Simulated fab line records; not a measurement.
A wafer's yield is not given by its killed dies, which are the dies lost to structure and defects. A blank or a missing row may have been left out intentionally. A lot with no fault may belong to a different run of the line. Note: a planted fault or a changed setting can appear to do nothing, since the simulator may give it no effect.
Comparing a struck lot with a sound one | flow nand-harc | 36 steps out of a route of 1302
Sound: wafers L808.3, L808.5, L808.6. Struck: wafer L812.5 (L812.1, L812.6, from the same lot, were not struck and are left out); the cause is given at the end.
Per side, at each step with rows, come the tool, then ch with its chambers, and then its first start. Under that, the readings that differ: sound wafers | struck wafers | difference of the means | sigmas: that difference in standard deviations of wafers without a fault.
alike: readings whose means differ by less than 2 such deviations, and words and numbers that are the same on both sides. not compared: withheld readings, readings that some wafer has no value for, bounds like >300 that may hide the same value, and numbers for which the record gives no deviation and whose values overlap.
Wherever a step has rows on one side only, a row that says differs or no value, or a row with sigmas, the two part there. Non-overlapping numbers with no deviation appear without sigmas and do not part them. Lack of a reading on every wafer of one side parts them only where that side has two or more wafers.

first, 1 step without rows for these wafers: NHARC_A_WL_FILL_ALD_10 (deposits SiO2, target thk 50 nm, pulse time 10 s, ald cycles 500).
NHARC_A_WL_FILL_ETCHBACK_16: etches the open film in C4F8/O2/Ar, target depth 120 nm, time 24 s.
  sound on rie-diel-09 ch 1,2,3; struck on rie-diel-09 ch 2
  alike: chamber-pressure-mTorr, oes-product-au, rf-vpp-V
  not compared: rf-hours-counter-h
then, 9 steps without rows for these wafers: NHARC_A_WL_FILL_STRIP_29 (strips in O2, time 20 s); NHARC_A_WL_FILL_ETCHBACK_17 (etches the open film in Cl2/BCl3, target depth 4 nm, time 26.7 s); NHARC_A_WL_FILL_PRECLEAN_18 (cleans in dHF, time 30 s); NHARC_A_WL_FILL_SRD_21; NHARC_A_WL_FILL_CVD_23 (deposits poly-Si, target thk 40 nm, time 800 s); NHARC_A_WL_FILL_ETCHBACK_26 (etches the open film in HBr, target depth 52 nm, time 13.3 s); NHARC_A_WL_FILL_PRECLEAN_30 (cleans in dHF, time 10 s); NHARC_A_WL_FILL_SRD_14; NHARC_A_WL_FILL_ALD_19 (deposits TiN, target thk 2 nm, pulse time 3 s, ald cycles 100).
NHARC_A_WL_FILL_CVD_20: deposits W, target thk 100 nm, time 74 s.
  sound on cvd-w-01 ch 0,1, day 21 05:12; struck on cvd-w-01 ch 1, day 22 10:56
  alike: heater-power-w, mfc-h2-sccm, throttle-valve-pct
NHARC_A_WL_FILL_CMP_12: polishes, t overpolish 30 s, target thk 100 nm.
  sound on cmp-02 ch 0,1,3, day 21 05:23; struck on cmp-02 ch 2, day 22 11:08
  reading              | sound                | struck | difference | sigmas
  overpolish-run-s (s) | 29.994 29.989 30.000 | 30.014 | +0.020     | +2
  alike: edge-zone-pressure-frac, motor-current-A, time-to-endpoint-s
then, 2 steps without rows for these wafers: NHARC_A_WL_FILL_SRD_31; NHARC_A_CONTACT_DEP_24 (deposits SiO2, target thk 500 nm).
NHARC_A_CONTACT_DEP_28: deposits aC, target thk 7000 nm.
  sound on acl-dep-01 ch 0, day 21 09:28; struck on acl-dep-01 ch 0, day 22 16:34
  alike: throttle-valve-pct
then, 11 steps without rows for these wafers: NHARC_A_CONTACT_DEP_29 (deposits SiON, target thk 100 nm); NHARC_A_CONTACT_DEHYDRATE_32 (time 120 s); NHARC_A_CONTACT_HMDS_33 (time 30 s); NHARC_A_CONTACT_COAT_34 (time 75 s); NHARC_A_CONTACT_COAT_35 (time 65 s); NHARC_A_CONTACT_COAT_36 (resist thk 90 nm); NHARC_A_CONTACT_SOFTBAKE_37 (time 55 s); NHARC_A_CONTACT_EBR_38; NHARC_A_CONTACT_EXPOSE_39 (exposes mask A CC 3); NHARC_A_CONTACT_PEB_40 (peb time 65 s); NHARC_A_CONTACT_DEVELOP_41 (develop time 35 s).
NHARC_A_CONTACT_CD_MEAS_42: target cd 300 nm.
  sound on cd-sem-02 ch 0, day 21 13:02; struck on cd-sem-01 ch 0, day 22 18:34
  alike: cd-nm
NHARC_A_CONTACT_OVL_MEAS_43:
  sound: overlay-02 at day 21 13:07; struck: overlay-01 at day 22 18:40
  reading           | sound        | struck | difference | sigmas
  overlay-x-nm (nm) | 0.0 -0.5 0.0 | 2.0    | +2.2       | +2
  alike: overlay-y-nm
then, 1 step without rows for these wafers: NHARC_A_CONTACT_DESCUM_47 (chemistry O2, time 3 s).
NHARC_A_CONTACT_ETCH_48: etches the open film in CF4, target depth 39 nm, time 65 s.
  sound on rie-diel-01 ch 0,2,3, day 21 13:20; struck on rie-diel-01 ch 1, day 22 19:02
  reading                         | sound                | struck | difference | sigmas
  rf-vpp-V (V)                    | 151.7 149.0 151.4    | 153.5  | +2.8       | +2
  showerhead-plenum-p-Torr (Torr) | 1.71 1.65 1.82       | 1.90   | +0.17      | +2
  throttle-valve-pct (%)          | 13.280 13.289 13.287 | 13.266 | -0.019     | -2
  alike: chamber-pressure-mTorr, drypump-motor-current-A, oes-product-au
  not compared: rf-hours-counter-h
then, 2 steps without rows for these wafers: NHARC_A_CONTACT_ETCH_49 (etches the open film in N2/H2, target depth 260 nm, time 475.3 s); NHARC_A_CONTACT_ETCH_50 (etches the open film in CF4/CHF3, target depth 121 nm, time 60.5 s).
NHARC_A_CONTACT_ETCH_51: etches the open film in O2/COS, target depth 7000 nm, time 1820 s.
  sound on rie-diel-01 ch 0,1,2; struck on rie-diel-01 ch 0
  alike: chamber-pressure-mTorr, drypump-motor-current-A, oes-product-au, rf-vpp-V, showerhead-plenum-p-Torr, throttle-valve-pct
  not compared: rf-hours-counter-h
then, 1 step without rows for these wafers: NHARC_A_CONTACT_ETCH_111 (etches the open film in C4F8/O2/Ar, time 140 s, target depth 700 nm).
-- record jumps: 3 days between struck wafers' starts before vs after; left off in module A_CONTACT, resumes in module END, first step shown is number 1302 of the route --
NHARC_END_SORT_01:
  the record has rows for the struck wafers here (prober-02 ch 0, day 25 16:29) and none for the sound ones

WHERE THEY PART
Last at NHARC_END_SORT_01 as far as this record goes, first at NHARC_A_WL_FILL_CMP_12.

WHY: what had been put in by the simulator
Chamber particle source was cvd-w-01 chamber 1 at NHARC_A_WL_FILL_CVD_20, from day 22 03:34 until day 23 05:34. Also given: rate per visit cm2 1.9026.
